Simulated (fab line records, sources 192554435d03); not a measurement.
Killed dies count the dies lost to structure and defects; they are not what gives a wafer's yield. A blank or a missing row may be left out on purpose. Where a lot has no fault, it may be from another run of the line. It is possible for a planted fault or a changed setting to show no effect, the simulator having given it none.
Lot-split experiment | flow n5_finfet | on a route of 1938 steps: 7 lots, 21 wafers read

== THE SPLIT ITSELF ==
At N5_BEOL_M10_COAT_63 (time 60 s, resist thk 100 nm), the setting spin_rpm was moved away from the recipe's 1500 rpm on 8 of the 21 wafers read, by +5.0% to +9.6%. All remaining wafers had this setting at the recipe value.

Reading taken at the split's own step.

== THE READING ==
SOC_of_BEOL_M10_COAT_63.thk_nm (the simulator's own value, which no gauge read), in nm, at N5_BEOL_M10_COAT_63 (time 60 s, resist thk 100 nm). The file gives no usual value for it. Here, 13 wafers ran the recipe; their average is 100.1 nm with a standard deviation of 0.3 nm.

wafer  | tool, chamber at the split | spin_rpm as run, rpm | against the recipe | SOC_of_BEOL_M10_COAT_63.thk_nm, nm | against lot-mates on the recipe
L076.3 | litho_track-04, 0          | 1575                 | +5.0%              | 97.8                               | -2.5
L076.4 | litho_track-04, 0          | 1500                 | recipe             | 100.2                              | -
L076.6 | litho_track-04, 0          | 1500                 | recipe             | 100.4                              | -
L077.1 | litho_track-04, 0          | 1500                 | recipe             | 100.2                              | -
L077.5 | litho_track-04, 0          | 1500                 | recipe             | 100.2                              | -
L077.2 | litho_track-04, 0          | 1500                 | recipe             | 99.8                               | -
L085.1 | litho_track-05, 0          | 1593                 | +6.2%              | 97.6                               | no lot-mate on the recipe
L085.4 | litho_track-05, 0          | 1593                 | +6.2%              | 97.6                               | no lot-mate on the recipe
L085.5 | litho_track-05, 0          | 1593                 | +6.2%              | 97.2                               | no lot-mate on the recipe
L088.1 | litho_track-04, 0          | 1500                 | recipe             | 100                                | -
L088.4 | litho_track-04, 0          | 1500                 | recipe             | 99.8                               | -
L088.5 | litho_track-04, 0          | 1500                 | recipe             | 100.4                              | -
L093.1 | litho_track-01, 0          | 1500                 | recipe             | 100.4                              | -
L093.3 | litho_track-01, 0          | 1644                 | +9.6%              | 95.6                               | -4.8
L093.6 | litho_track-01, 0          | 1644                 | +9.6%              | 95.6                               | -4.8
L092.1 | litho_track-01, 0          | 1632                 | +8.8%              | 95.6                               | -4.8
L092.2 | litho_track-01, 0          | 1500                 | recipe             | 100.4                              | -
L092.3 | litho_track-01, 0          | 1632                 | +8.8%              | 96                                 | -4.4
L094.2 | litho_track-01, 0          | 1500                 | recipe             | 100                                | -
L094.5 | litho_track-01, 0          | 1500                 | recipe             | 99.8                               | -
L094.6 | litho_track-01, 0          | 1500                 | recipe             | 99.4                               | -

FIT RESULTS
A straight line over all 21 wafers: SOC_of_BEOL_M10_COAT_63.thk_nm changes by -0.464 nm for each +1% of spin_rpm; r = -0.99; the points scatter about the line by 0.29 nm.
The same after taking each lot's own level away (the mean of its wafers on the recipe; 18 wafers): -0.51 nm for each +1%; r = -1.00; scatter 0.2 nm.
According to that fit, moving spin_rpm by its largest amount changes the reading by 4.9 nm.
Measured against the standard deviation above, the lots' own levels, which go from 99.73 to 100.40 nm, span 2.2 times it.
The two slopes agree, so the slope changes little with the lot-to-lot level.
Check: with one of the wafers moved furthest among these (+9.6%) left out of the fit, the line predicts -4.92 nm for it against its lot-mates. It came out at -4.8 nm against them.

== FURTHER SPLITS ON THESE WAFERS ==
Before the reading, these wafers also passed through other splits. Each is held against what the fit with the lots' levels taken away leaves over:
other split on the same wafers  | wafers away from the commonest value | r with SOC_of_BEOL_M10_COAT_63.thk_nm (lot level and that fit taken away)
N5_BEOL_M4_DESCUM_33 time_s     | 10                                   | +0.28
N5_BEOL_M5_VIA_ETCH_34 source_w | 8                                    | -0.32
N5_BEOL_M5_ETCH_41 source_w     | 6                                    | -0.10
N5_BEOL_M7_PECVD_70 temp_c      | 7                                    | -0.02
N5_BEOL_M7_COAT_05 spin_rpm     | 4                                    | +0.19
N5_BEOL_M8_ILD_DEP_00 time_s    | 3                                    | -0.30

== FILE'S OWN FIT ==
SOC_of_BEOL_M10_COAT_63.thk_nm changes by -0.509 nm for each +1% of spin_rpm, r = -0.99.
